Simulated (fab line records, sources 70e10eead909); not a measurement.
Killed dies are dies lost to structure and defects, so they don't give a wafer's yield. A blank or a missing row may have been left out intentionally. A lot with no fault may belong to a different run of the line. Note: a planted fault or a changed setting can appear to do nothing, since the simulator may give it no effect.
Struck lot and sound lot, side by side ; flow nand harc ; 14 out of 1302 route steps
Sound: these wafers, L910.2, L910.4, L910.5. The struck wafers were L916.2, L916.4, L916.5. Last of all comes the cause.
Each step with rows lists, per side, the tool, then ch with its chambers, then its first start. Under that, the readings that differ: sound wafers ; struck wafers ; difference of the means ; sigmas: that difference in standard deviations of wafers without a fault.
alike: readings whose means differ by less than 2 such deviations, and words and numbers that are the same on both sides. not compared: withheld readings, readings that some wafer has no value for, bounds like >300 that may hide the same value, and numbers for which the record gives no deviation and whose values overlap.
The two part at a step that has a row with sigmas, a row that says differs or no value, or rows on one side only. When numbers do not overlap yet have no deviation, they are printed without sigmas and do not part them. A reading missing from all wafers of one side parts the sides only when that side holds two or more wafers.

NHARC_P_CONTACT_INSPECT_14:
  sound on defect inspect-01, day 8 11:56; struck on defect inspect-02, day 10 19:44
  alike: raw defect count
NHARC_P_CONTACT_DESCUM_17: chemistry O2, time 3 s.
  sound on rie diel-02 ch 1,3, day 8 12:00; struck on rie diel-08 ch 0,1, day 10 19:48
  alike: chamber pressure mTorr, drypump motor current A, oes product au, rf vpp V, showerhead plenum p Torr, throttle valve pct
  not compared: rf hours counter h
then, 1 step without rows for these wafers: NHARC_P_CONTACT_ETCH_35 (etches the open film in CF4, target depth 39 nm, time 65 s).
NHARC_P_CONTACT_ETCH_36: etches the open film in N2/H2, target depth 260 nm, time 406.25 s.
  sound: rie diel-02 ch 1,2,3; struck: rie diel-08 ch 1,2
  alike: chamber pressure mTorr, drypump motor current A, oes product au, rf vpp V, showerhead plenum p Torr, throttle valve pct
  not compared: rf hours counter h
NHARC_P_CONTACT_ETCH_18: etches the open film in C4F8/O2/Ar, target depth 481 nm, time 240.5 s.
  sound: rie diel-02 ch 1,2,3; struck: rie diel-08 ch 1,2,3
  alike: chamber pressure mTorr, oes product au, rf vpp V
  not compared: rf hours counter h
then, 2 steps without rows for these wafers: NHARC_P_CONTACT_STRIP_37 (strips in C4F8/O2/Ar); NHARC_P_CONTACT_ETCH_31 (etches the open film in CH3F/O2, target depth 30 nm, time 85.7 s).
NHARC_P_CONTACT_CD_MEAS_19:
  sound on cd sem-03, day 8 13:01; struck on cd sem-03, day 10 20:40
  alike: cd nm
NHARC_P_CONTACT_STRIP_28: strips in O2.
  sound on rie diel-02 ch 1,3, day 8 13:08; struck on rie diel-08 ch 0,1,3, day 10 20:44
  alike: chamber pressure mTorr, drypump motor current A, oes product au, rf vpp V, showerhead plenum p Torr, throttle valve pct
  not compared: rf hours counter h
then, 1 step without rows for these wafers: NHARC_P_CONTACT_STRIP_29 (strips in post etch residue remover, time 1200 s).
NHARC_P_CONTACT_DEGAS_38: time 60 s.
  sound on pvd sputter-01, day 8 13:47; struck on pvd sputter-03, day 10 21:23
  alike: heater power w
then, 1 step without rows for these wafers: NHARC_P_CONTACT_PRE_CLEAN_39 (time 19.5 s).
NHARC_P_CONTACT_PVD_32: deposits Ti, target thk 5 nm, time 17.7 s.
  sound on pvd sputter-01, day 8 13:55; struck on pvd sputter-03, day 10 21:31
  no value came back on the struck wafers for cathode dc power W (W), chamber pressure pa (Pa), substrate temp c (C), throttle valve pct (%); on the sound wafers cathode dc power W (W) reads 4999.4 4999.7 4999.6
then, 1 step without rows for these wafers: NHARC_P_CONTACT_ALD_22 (deposits TiN, target thk 3 nm, pulse time 1 s, ald cycles 150).

== WHERE THEY PART ==
Only at NHARC_P_CONTACT_PVD_32, as far as this record shows.

WHY: whatever the simulator had introduced
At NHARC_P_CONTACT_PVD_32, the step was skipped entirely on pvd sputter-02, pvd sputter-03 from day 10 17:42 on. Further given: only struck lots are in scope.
